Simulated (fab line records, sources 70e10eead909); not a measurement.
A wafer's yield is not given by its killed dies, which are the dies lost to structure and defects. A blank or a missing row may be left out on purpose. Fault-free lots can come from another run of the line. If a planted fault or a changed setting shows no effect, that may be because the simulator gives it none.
fab line records | flow nand_harc
[record] lots = 6 wafers = 18 last_day = 30
route steps=1302 shown A_CONTACT@1075 END@1302
lots with no fault: from the same line, run without faults
start_h: start of the lot's first displayed wafer, in hours after the record's first day | wait_h: time in hours since the lot's previous step | " repeats the value in the row above | L1.1+2: several wafers, shown together as one row | - value missing, or start not given | * or withheld: withheld | < > ~ a bound
route shown NAME@n: NAME is a module with steps in the file, n the number in the route of the first one | usual: the fault-free wafers' mean and standard deviation | same: alike in all rows | chamber/n: place in a boat | sites: per-site readings | _std_site: standard deviation across them | _edge_site: outer sites' mean less inner sites' | radius_mm: how far each site lies from the wafer's centre | mask NAME#n: copy n | behind: tool/chamber where the wafer was last shaped | hold: what put the lot on hold/how long, in hours/how the hold closed | device: the n, p or np transistor that did not switch | end of line: tests of these same wafers at the route's end | a step without rows: its recipe alone | killed: at the first sort, the dies lost to defects and structure; wafer yield is something else | map: dies across one wafer; x = killed, . = not, _ = none there
set.NAME: setting as actually run; set.NAME@STEP: the setting as run at that earlier step | model.NAME: the simulator's own value behind a step, which no gauge read
a table for each step, a row for each wafer; lots at some steps of the route
services: from which hour (start_h, from the record's first day; less than 0 if before it) a tool's chamber was out of use, for how many hours, and why
[[steps]]
[step NHARC_A_CONTACT_EXPOSE_05]
[recipe] na = 1.35 sigma_outer = 0.8 dose_mj = 84.24 mask_id = A_CC
[step NHARC_A_CONTACT_PEB_06]
[recipe] peb_temp_c = 100 peb_time_s = 65
[step NHARC_A_CONTACT_DEVELOP_07]
[recipe] develop_time_s = 35 dev_temp_c = 23
[step NHARC_A_CONTACT_CD_MEAS_08]
[recipe] target_cd_nm = 200 landing_energy_ev = 500
[usual] cd_nm = 200.0/0.41
[same] landing_energy_ev = 500
// columns lot.wafer tool chamber start_h wait_h cd_nm
L286.1 cd_sem-02 0 547.80 - 200.1
L286.3 " 0 " " 199.6
L286.5 " 0 " " 200.1
L292.3 cd_sem-03 0 591.75 - 200.8
L292.4 " 0 " " 200.3
L292.5 " 0 " " 201.0
L291.4 cd_sem-03 0 593.99 - 200.1
L291.5 " 0 " " 199.5
L291.6 " 0 " " 199.6
L294.2 cd_sem-02 0 613.62 - 199.8
L294.3 " 0 " " 199.6
L294.6 " 0 " " 200.0
L296.3 cd_sem-02 0 644.09 - 200.4
L296.5 " 0 " " 200.7
L296.6 " 0 " " 200.5
L298.3 cd_sem-02 0 665.84 - 200.5
L298.4 " 0 " " 200.2
L298.5 " 0 " " 199.4
[step NHARC_A_CONTACT_OVL_MEAS_09]
[usual] overlay_x_nm = -0.1/0.98 overlay_y_nm = 0.0/0.69
// columns lot.wafer tool chamber start_h wait_h overlay_x_nm overlay_y_nm
L286.1 overlay-02 - 547.89 - -2.2 1.1
L286.3 " - " " -1.6 0.9
L286.5 " - " " -1.9 1.0
L292.3 overlay-01 - 591.83 - -0.4 -1.0
L292.4 " - " " -0.4 -0.6
L292.5 " - " " 0.0 -0.6
L291.4 overlay-01 - 594.07 - 0.7 -0.2
L291.5 " - " " 0.2 -0.9
L291.6 " - " " 0.0 -0.9
L294.2 overlay-01 - 613.71 - -0.8 0.3
L294.3 " - " " -0.8 0.3
L294.6 " - " " -1.0 -0.5
L296.3 overlay-02 - 644.17 - -2.1 1.0
L296.5 " - " " -1.5 1.1
L296.6 " - " " -1.3 1.1
L298.3 overlay-01 - 665.93 - 1.1 -0.5
L298.4 " - " " 0.8 0.0
L298.5 " - " " 1.0 -0.4
[step NHARC_A_CONTACT_INSPECT_10]
[usual] raw_defect_count = 84/39
// columns lot.wafer tool chamber start_h wait_h raw_defect_count
L286.1 defect_inspect-02 - 547.93 0.0 109
L286.3 " - " " 99
L286.5 " - " " 94
L292.3 defect_inspect-01 - 591.87 0.0 26
L292.4 " - " " 33
L292.5 " - " " 28
L291.4 defect_inspect-01 - 594.11 0.0 174
L291.5 " - " " 142
L291.6 " - " " 159
L294.2 defect_inspect-01 - 613.74 0.0 55
L294.3 " - " " 48
L294.6 " - " " 42
L296.3 defect_inspect-02 - 644.21 0.0 85
L296.5 " - " " 74
L296.6 " - " " 74
L298.3 defect_inspect-01 - 665.96 0.0 78
L298.4 " - " " 76
L298.5 " - " " 66
[step NHARC_A_CONTACT_DESCUM_13]
[recipe] time_s = 3 o2_flow_sccm = 200 ar_flow_sccm = 0 bias_power_w = 0 chemistry = O2
[step NHARC_A_CONTACT_ETCH_88]
[recipe] target_depth_a = 390 over_etch_frac = 0.3 time_s = 65 ion_energy_ev = 80 cf4_flow_sccm = 150 ar_flow_sccm = 0 rf_w = 300 bias_w = 100 chemistry = CF4
[usual] bias_w = 100.01/0.28 cf4_flow_sccm = 149.9/0.4 drypump_motor_current_A = 5.7/0.49 oes_product_au = 1.000/0.0074 rf_vpp_V = 151.8/1.5 showerhead_plenum_p_Torr = 1.81/0.1 throttle_valve_pct = 13.284/0.01
[same] over_etch_frac = 0.3
// columns lot.wafer tool chamber start_h wait_h bias_w cf4_flow_sccm drypump_motor_current_A oes_product_au rf_hours_counter_h rf_vpp_V showerhead_plenum_p_Torr throttle_valve_pct
L286.3 rie_diel-01 1 548.09 0.1 100.28 149.4 5.8 0.989 55 150.0 1.69 13.268
L286.1 " 2 " " 100.26 149.9 5.8 0.997 53 151.8 1.80 13.262
L286.5 " 1 " " 99.96 149.7 5.8 0.988 - 149.5 1.69 13.294
L292.3 rie_diel-11 2 592.01 0.1 100.06 149.9 5.1 1.010 23 151.7 1.89 13.283
L292.4 " 0 " " 99.88 150.4 6.4 1.002 24 147.9 1.68 13.284
L292.5 " 3 " " 100.42 149.8 5.6 0.998 - 153.2 1.90 13.311
L291.4 rie_diel-11 2 594.27 0.1 100.26 149.1 5.1 1.004 24 151.6 1.89 13.262
L291.5 " 3 " " 99.74 149.7 5.6 0.993 - 153.0 1.90 13.271
L291.6 " 0 " " 99.72 150.2 6.3 0.998 - 150.4 1.68 13.280
L294.2 rie_diel-01 3 613.90 0.1 100.23 150.2 6.8 1.005 21 153.8 1.89 13.263
L294.3 " 1 " " 100.12 150.3 5.8 0.989 13 150.9 1.69 13.300
L294.6 " 3 " " 100.19 150.0 6.8 1.007 - 152.6 1.89 13.276
L296.3 rie_diel-11 3 644.36 0.1 99.61 150.7 5.6 1.003 3 154.1 1.90 13.286
L296.6 " 2 " " 100.17 150.4 5.1 1.012 - 152.3 1.89 13.287
L296.5 " 3 " " 99.56 149.6 5.6 0.990 - 152.1 1.90 13.297
L298.3 rie_diel-11 3 666.13 0.1 100.36 150.2 5.6 1.002 8 153.9 1.90 13.272
L298.5 " 3 " " 100.35 150.0 5.7 0.987 - 152.7 1.90 13.287
L298.4 " 0 " " 100.00 150.0 6.3 0.989 - 151.4 1.68 13.279
[step NHARC_A_CONTACT_ETCH_89]
[recipe] target_depth_a = 2600 over_etch_frac = 0.3 time_s = 475.3 ion_energy_ev = 200 n2_flow_sccm = 150 h2_flow_sccm = 150 ar_flow_sccm = 0 rf_w = 400 bias_w = 150 chemistry = N2/H2
[usual] bias_w = 150.0/0.45 chamber_pressure_mTorr = 30.001/0.029 drypump_motor_current_A = 5.7/0.51 oes_product_au = 1.001/0.0073 rf_vpp_V = 432/3.4 showerhead_plenum_p_Torr = 2.10/0.12 throttle_valve_pct = 14.171/0.0095
[same] over_etch_frac = 0.3
// columns lot.wafer tool chamber start_h wait_h bias_w chamber_pressure_mTorr drypump_motor_current_A oes_product_au rf_hours_counter_h rf_vpp_V showerhead_plenum_p_Torr throttle_valve_pct
L286.1 rie_diel-01 2 - - 150.2 29.984 5.9 1.012 53 431 2.08 14.183
L286.3 " 0 " " 150.0 30.001 5.3 1.000 50 430 1.96 14.175
L286.5 " 2 " " 149.9 30.009 5.9 1.005 - 431 2.08 14.186
L292.3 rie_diel-11 3 - - 150.4 30.007 5.6 1.002 24 436 2.21 14.173
L292.4 " 1 " " 149.5 30.025 5.6 0.996 24 435 2.21 14.164
L292.5 " 2 " " 149.4 30.026 5.1 1.001 - 434 2.20 14.174
L291.4 rie_diel-11 0 - - 149.6 30.010 6.3 1.002 25 429 1.92 14.177
L291.5 " 1 " " 150.4 29.969 5.5 0.997 - 436 2.21 14.170
L291.6 " 2 " " 149.8 30.031 5.1 1.005 - 435 2.20 14.156
L294.2 rie_diel-01 2 - - 149.3 30.051 5.9 0.993 20 433 2.07 14.166
L294.3 " 0 " " 149.7 29.985 5.4 0.994 19 429 1.95 14.178
L294.6 " 2 " " 149.2 29.981 5.9 1.004 - 432 2.07 14.191
L296.3 rie_diel-11 2 - - 149.9 30.007 5.1 0.998 3 435 2.20 14.158
L296.6 " 1 " " 150.4 29.997 5.5 1.006 - 434 2.21 14.174
L296.5 " 2 " " 149.8 30.034 5.1 1.013 - 436 2.20 14.179
L298.3 rie_diel-11 3 - - 150.8 29.993 5.6 0.998 8 435 2.21 14.169
L298.5 " 3 " " 151.0 30.006 5.6 0.999 - 434 2.21 14.177
L298.4 " 0 " " 150.7 29.930 6.3 0.994 - 428 1.92 14.170
[step NHARC_A_CONTACT_ETCH_30]
[recipe] target_depth_a = 726 time_s = 36.3 cf4_flow_sccm = 100 chf3_flow_sccm = 30 ar_flow_sccm = 0 rf_w = 500 bias_w = 200 chemistry = CF4/CHF3
[step NHARC_A_CONTACT_ETCH_31]
[recipe] target_depth_a = 28000 over_etch_frac = 0.3 time_s = 728 ion_energy_ev = 150 o2_flow_sccm = 400 cos_flow_sccm = 20 ar_flow_sccm = 0 rf_w = 500 bias_w = 300 chemistry = O2/COS
[usual] bias_w = 300.0/0.83 chamber_pressure_mTorr = 20.000/0.019 drypump_motor_current_A = 5.7/0.48 oes_product_au = 1.001/0.0067 rf_vpp_V = 315.2/2.6 showerhead_plenum_p_Torr = 3.20/0.18 throttle_valve_pct = 28.330/0.0097
[same] over_etch_frac = 0.3
// columns lot.wafer tool chamber start_h wait_h bias_w chamber_pressure_mTorr drypump_motor_current_A oes_product_au rf_hours_counter_h rf_vpp_V showerhead_plenum_p_Torr throttle_valve_pct
L286.3 rie_diel-01 2 - - 300.8 20.004 5.9 1.005 54 315.2 3.18 28.334
L286.1 " 1 " " 299.8 20.001 5.8 0.995 55 313.3 2.98 28.324
L286.5 " 3 " " 299.7 20.008 6.8 1.012 - 317.7 3.35 28.332
L292.4 rie_diel-11 3 - - 299.9 20.002 5.6 0.993 24 317.2 3.36 28.334
L292.3 " 1 " " 299.1 20.009 5.5 1.000 24 318.8 3.36 28.328
L292.5 " 3 " " 301.0 20.027 5.6 0.996 - 317.6 3.36 28.318
L291.4 rie_diel-11 2 - - 299.0 20.000 5.1 1.008 24 318.2 3.34 28.323
L291.6 " 0 " " 300.6 19.986 6.3 1.008 - 310.9 2.96 28.326
L291.5 " 1 " " 300.7 19.966 5.5 0.999 - 317.6 3.36 28.327
L294.3 rie_diel-01 1 - - 300.1 20.012 5.8 0.993 14 313.8 2.97 28.321
L294.2 " 2 " " 299.6 20.004 5.9 1.005 21 314.9 3.17 28.349
L294.6 " 0 " " 299.1 20.001 5.4 1.003 - 311.6 3.00 28.341
L296.3 rie_diel-11 2 - - 298.7 19.976 5.1 1.003 3 316.9 3.34 28.331
L296.5 " 1 " " 299.4 20.010 5.5 1.006 - 317.7 3.36 28.331
L296.6 " 2 " " 298.8 20.016 5.1 1.003 - 317.1 3.34 28.326
L298.3 rie_diel-11 2 - - 299.1 19.989 5.1 1.010 7 318.4 3.34 28.340
L298.5 " 3 " " 298.1 19.990 5.6 0.993 - 316.9 3.35 28.331
L298.4 " 0 " " 299.7 19.996 6.3 1.000 - 311.8 2.95 28.305
[step NHARC_A_CONTACT_ETCH_134]
[recipe] source_w = withheld pressure_mtorr = 20 bias_v = withheld time_s = 140 target_depth_a = 7000 ar_flow_sccm = withheld c4f8_flow_sccm = withheld o2_flow_sccm = withheld chemistry = C4F8/O2/Ar
[usual] chamber_pressure_mTorr = 19.999/0.02 oes_air_line_au = 1.004/0.019
// columns lot.wafer tool chamber start_h wait_h chamber_pressure_mTorr oes_air_line_au rf_hours_counter_h
L286.1 har_cap_etch-02 1 549.13 - 20.012 0.965 90
L286.3 " 1 " " 20.007 0.995 -
L286.5 " 0 " " 19.985 1.015 -
L292.4 har_cap_etch-01 0 593.12 - 19.990 0.981 -
L292.3 " 1 " " 19.965 0.979 -
L292.5 " 1 " " 19.998 1.004 -
L291.4 har_cap_etch-03 1 595.40 - 20.016 0.997 -
L291.6 " 0 " " 20.021 1.024 -
L291.5 " 1 " " 20.028 1.007 -
L294.2 har_cap_etch-03 1 615.06 - 20.028 0.984 62
L294.3 " 0 " " 19.963 1.018 -
L294.6 " 1 " " 19.997 0.992 -
L296.3 har_cap_etch-01 1 645.46 - 20.018 1.012 -
L296.5 " 1 " " 19.971 1.015 -
L296.6 " 0 " " 20.005 1.002 -
L298.3 har_cap_etch-02 0 667.42 - 20.024 1.000 -
L298.4 " 1 " " 20.021 1.000 -
L298.5 " 1 " " 20.006 0.975 -
[step NHARC_A_CONTACT_ETCH_135]
[recipe] source_w = withheld pressure_mtorr = 20 bias_v = 1200 time_s = 311 target_depth_a = 19120 ar_flow_sccm = withheld c4f8_flow_sccm = withheld o2_flow_sccm = withheld chemistry = C4F8/O2/Ar
[usual] chamber_pressure_mTorr = 19.999/0.017 oes_air_line_au = 1.004/0.018
// columns lot.wafer tool chamber start_h wait_h chamber_pressure_mTorr oes_air_line_au rf_hours_counter_h
L286.1 har_cap_etch-02 1 549.33 0.2 20.006 1.001 90
L286.3 " 1 " " 19.989 1.038 -
L286.5 " 0 " " 20.011 1.054 -
L292.4 har_cap_etch-01 0 593.34 0.2 - - -
L292.3 " 1 " " - - -
L292.5 " 1 " " - - -
L291.4 har_cap_etch-03 1 595.63 0.2 - - -
L291.6 " 0 " " - - -
L291.5 " 1 " " - - -
L294.2 har_cap_etch-03 1 615.27 0.2 20.032 0.990 62
L294.3 " 0 " " 19.995 1.008 -
L294.6 " 1 " " 20.008 1.026 -
L296.3 har_cap_etch-01 1 645.68 0.2 19.992 0.993 -
L296.5 " 1 " " 20.011 0.989 -
L296.6 " 0 " " 20.017 1.000 -
L298.3 har_cap_etch-02 0 667.65 0.2 19.965 1.000 -
L298.4 " 1 " " 20.008 0.997 -
L298.5 " 1 " " 20.017 0.979 -
[step NHARC_A_CONTACT_ETCH_136]
[recipe] source_w = withheld pressure_mtorr = 20 bias_v = 1200 time_s = 311 target_depth_a = 19120 ar_flow_sccm = withheld c4f8_flow_sccm = withheld o2_flow_sccm = withheld chemistry = C4F8/O2/Ar
[usual] chamber_pressure_mTorr = 20.000/0.016 oes_air_line_au = 1.000/0.019
// columns lot.wafer tool chamber start_h wait_h chamber_pressure_mTorr oes_air_line_au rf_hours_counter_h
L286.1 har_cap_etch-02 1 549.61 0.2 19.993 1.051 90
L286.3 " 1 " " 20.016 0.982 -
L286.5 " 0 " " 19.986 1.013 -
L292.4 har_cap_etch-01 0 593.61 0.2 19.981 0.990 -
L292.3 " 1 " " 19.980 1.028 -
L292.5 " 1 " " 19.999 0.995 -
L291.4 har_cap_etch-03 1 595.90 0.2 20.007 0.981 -
L291.6 " 0 " " 19.965 0.998 -
L291.5 " 1 " " 20.020 1.024 -
L294.2 har_cap_etch-03 1 615.55 0.2 19.998 1.020 62
L294.3 " 0 " " 19.993 1.010 -
L294.6 " 1 " " 20.021 0.985 -
L296.3 har_cap_etch-01 1 645.95 0.2 19.995 0.991 -
L296.5 " 1 " " 19.989 0.993 -
L296.6 " 0 " " 20.011 0.995 -
L298.3 har_cap_etch-02 0 667.92 0.2 19.971 1.026 -
L298.4 " 1 " " 20.023 1.017 -
L298.5 " 1 " " 20.000 1.010 -
[step NHARC_END_SORT_01]
[recipe] temp_c = 25
[usual] killed_at_array = 61/23 killed_at_other = 1.3/1.4 killed_at_periphery = 4.0/2.6 killed_dies = 66/22 killed_open = 3.4/1.8 killed_short = 2.3/1.4
[same] gross_dies = 677
// columns lot.wafer tool chamber start_h wait_h killed_at_array killed_at_other killed_at_periphery killed_dies killed_open killed_short
L292.3 prober-02 0 642.22 3.1 665 1 11 677 4 1
L292.4 prober-02 0 643.03 3.4 666 1 10 677 4 1
L292.5 prober-02 0 643.84 3.7 667 0 10 677 3 2
L291.4 prober-01 0 643.01 3.4 675 0 2 677 4 3
L291.5 prober-01 0 643.81 3.7 674 1 2 677 5 3
L291.6 prober-01 0 644.60 4.0 671 3 3 677 2 3
// killed by level:class
L292.3 A_CONTACT:area_etch=638 A_CHANNEL_HOLE_D2:chamber_film_flake=15 P_BONDPAD:chamber_film_flake=6 P_M0:chamber_film_flake=3 A_CHANNEL_HOLE_D1:chamber_film_flake=3 P_ZERO_WELL:chamber_film_flake=2 A_CHANNEL_FILL_D2:geometric_particle:open=1 A_CHANNEL_FILL_D2:geometric_particle:short=1
L291.4 A_CONTACT:area_etch=560 A_CHANNEL_HOLE_D2:chamber_film_flake=35 A_CHANNEL_HOLE_D1:chamber_film_flake=34 A_SLIT:chamber_film_flake=33 A_STAIRCASE:chamber_film_flake=4 P_STI:chamber_film_flake=2 A_ONON_D1:geometric_particle:open=1 A_CHANNEL_FILL_D1:geometric_particle:open=1
L292.4 A_CONTACT:area_etch=640 A_CHANNEL_HOLE_D2:chamber_film_flake=13 P_BONDPAD:chamber_film_flake=5 A_CONTACT:chamber_film_flake=4 P_M0:chamber_film_flake=3 A_CHANNEL_HOLE_D1:chamber_film_flake=2 A_DECK1_JOINT:chamber_film_flake=2 P_CONTACT:geometric_particle:open=1
L291.5 A_CONTACT:area_etch=573 A_CHANNEL_HOLE_D2:chamber_film_flake=33 A_CHANNEL_HOLE_D1:chamber_film_flake=31 A_SLIT:chamber_film_flake=26 A_STAIRCASE:chamber_film_flake=3 A_BLC:geometric_particle:open=2 P_GATE:geometric_particle:short=1 P_M0:geometric_particle:short=1
L292.5 A_CONTACT:area_etch=644 A_CHANNEL_HOLE_D2:chamber_film_flake=11 A_CHANNEL_HOLE_D1:chamber_film_flake=7 P_BONDPAD:chamber_film_flake=4 P_M0:chamber_film_flake=3 A_WL_FILL:geometric_particle:open=2 P_ZERO_WELL:chamber_film_flake=2 P_CONTACT:geometric_particle:short=1
L291.6 A_CONTACT:area_etch=565 A_SLIT:chamber_film_flake=39 A_CHANNEL_HOLE_D1:chamber_film_flake=30 A_CHANNEL_HOLE_D2:chamber_film_flake=30 A_STAIRCASE:chamber_film_flake=2 A_ONON_D1:geometric_particle:short=1 A_DECK1_JOINT:geometric_particle:short=1 A_CONTACT:geometric_particle:open=1
// map L291.4 (x killed, . not)
____________x____________
_________xxxxxxx_________
_______xxxxxxxxxxx_______
______xxxxxxxxxxxxx______
_____xxxxxxxxxxxxxxx_____
____xxxxxxxxxxxxxxxxx____
____xxxxxxxxxxxxxxxxx____
___xxxxxxxxxxxxxxxxxxx___
___xxxxxxxxxxxxxxxxxxx___
__xxxxxxxxxxxxxxxxxxxxx__
__xxxxxxxxxxxxxxxxxxxxx__
_xxxxxxxxxxxxxxxxxxxxxxx_
_xxxxxxxxxxxxxxxxxxxxxxx_
_xxxxxxxxxxxxxxxxxxxxxxx_
_xxxxxxxxxxxxxxxxxxxxxxx_
_xxxxxxxxxxxxxxxxxxxxxxx_
xxxxxxxxxxxxxxxxxxxxxxxxx
xxxxxxxxxxxxxxxxxxxxxxxxx
xxxxxxxxxxxxxxxxxxxxxxxxx
xxxxxxxxxxxxxxxxxxxxxxxxx
xxxxxxxxxxxxxxxxxxxxxxxxx
_xxxxxxxxxxxxxxxxxxxxxxx_
_xxxxxxxxxxxxxxxxxxxxxxx_
_xxxxxxxxxxxxxxxxxxxxxxx_
_xxxxxxxxxxxxxxxxxxxxxxx_
_xxxxxxxxxxxxxxxxxxxxxxx_
__xxxxxxxxxxxxxxxxxxxxx__
__xxxxxxxxxxxxxxxxxxxxx__
___xxxxxxxxxxxxxxxxxxx___
___xxxxxxxxxxxxxxxxxxx___
____xxxxxxxxxxxxxxxxx____
____xxxxxxxxxxxxxxxxx____
_____xxxxxxxxxxxxxxx_____
______xxxxxxxxxxxxx______
_______xxxxxxxxxxx_______
_________xxxxxxx_________
____________x____________
// map L292.3 (x killed, . not)
____________x____________
_________xxxxxxx_________
_______xxxxxxxxxxx_______
______xxxxxxxxxxxxx______
_____xxxxxxxxxxxxxxx_____
____xxxxxxxxxxxxxxxxx____
____xxxxxxxxxxxxxxxxx____
___xxxxxxxxxxxxxxxxxxx___
___xxxxxxxxxxxxxxxxxxx___
__xxxxxxxxxxxxxxxxxxxxx__
__xxxxxxxxxxxxxxxxxxxxx__
_xxxxxxxxxxxxxxxxxxxxxxx_
_xxxxxxxxxxxxxxxxxxxxxxx_
_xxxxxxxxxxxxxxxxxxxxxxx_
_xxxxxxxxxxxxxxxxxxxxxxx_
_xxxxxxxxxxxxxxxxxxxxxxx_
xxxxxxxxxxxxxxxxxxxxxxxxx
xxxxxxxxxxxxxxxxxxxxxxxxx
xxxxxxxxxxxxxxxxxxxxxxxxx
xxxxxxxxxxxxxxxxxxxxxxxxx
xxxxxxxxxxxxxxxxxxxxxxxxx
_xxxxxxxxxxxxxxxxxxxxxxx_
_xxxxxxxxxxxxxxxxxxxxxxx_
_xxxxxxxxxxxxxxxxxxxxxxx_
_xxxxxxxxxxxxxxxxxxxxxxx_
_xxxxxxxxxxxxxxxxxxxxxxx_
__xxxxxxxxxxxxxxxxxxxxx__
__xxxxxxxxxxxxxxxxxxxxx__
___xxxxxxxxxxxxxxxxxxx___
___xxxxxxxxxxxxxxxxxxx___
____xxxxxxxxxxxxxxxxx____
____xxxxxxxxxxxxxxxxx____
_____xxxxxxxxxxxxxxx_____
______xxxxxxxxxxxxx______
_______xxxxxxxxxxx_______
_________xxxxxxx_________
____________x____________
[[services]]
// columns tool chamber start_h hours kind
rie_diel-11 0 539.68 - clean
rie_diel-11 1 539.68 - clean
rie_diel-11 2 539.68 - clean
rie_diel-11 3 539.68 - clean
rie_diel-01 - 557.93 9.0 pm
rie_diel-11 0 564.18 - clean
rie_diel-11 1 564.18 - clean
rie_diel-11 2 564.18 - clean
rie_diel-11 3 564.18 - clean
rie_diel-11 0 588.68 - clean
rie_diel-11 1 588.68 - clean
rie_diel-11 2 588.68 - clean
rie_diel-11 3 588.68 - clean
rie_diel-01 1 598.73 6.5 repair
rie_diel-11 - 609.50 9.0 pm
rie_diel-11 0 609.50 9.0 vent_cycle
rie_diel-11 1 609.50 9.0 vent_cycle
rie_diel-11 2 609.50 9.0 vent_cycle
rie_diel-11 3 609.50 9.0 vent_cycle
rie_diel-11 0 618.50 - clean
rie_diel-11 1 618.50 - clean
rie_diel-11 1 618.50 - consumable_replace:focus_ring
rie_diel-01 3 640.82 3.7 repair
rie_diel-11 1 656.67 20.0 repair
[[key]]
[first_sign] step = NHARC_A_CONTACT_ETCH_135 reading = tool_record direction = missing
[effect] step = NHARC_END_SORT_01 reading = killed_dies direction = up sigmas = 27 usual = 66 struck = 677
[more_kills_born_at] NHARC_A_CONTACT_ETCH_135@har_cap_etch-01 = 1922 NHARC_A_CONTACT_ETCH_135@har_cap_etch-03 = 1698
met_at NHARC_A_CONTACT_ETCH_135
struck_wafers L291.4,L291.5,L291.6,L292.3,L292.4,L292.5
later_rows_left_out L291.4,L291.5,L291.6,L292.3,L292.4,L292.5
tester_left_out L291,L292
[fault] kind = skipped_step_whole tool = har_cap_etch-01,har_cap_etch-03 chamber = - onset_h = 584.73 steps = NHARC_A_CONTACT_ETCH_135 scope = struck_lots_only
// tester_left_out: of these lots the tester's yield and bins aren't shown, on N5 and GAA mostly nor the transistor test; their killed dies are dies lost to structure and defects alone, not to doping, threshold or leakage, so they don't give the yield
// later_rows_left_out: the simulator's readings of these wafers behind a module that went badly wrong aren't trusted and aren't shown, but for the sort
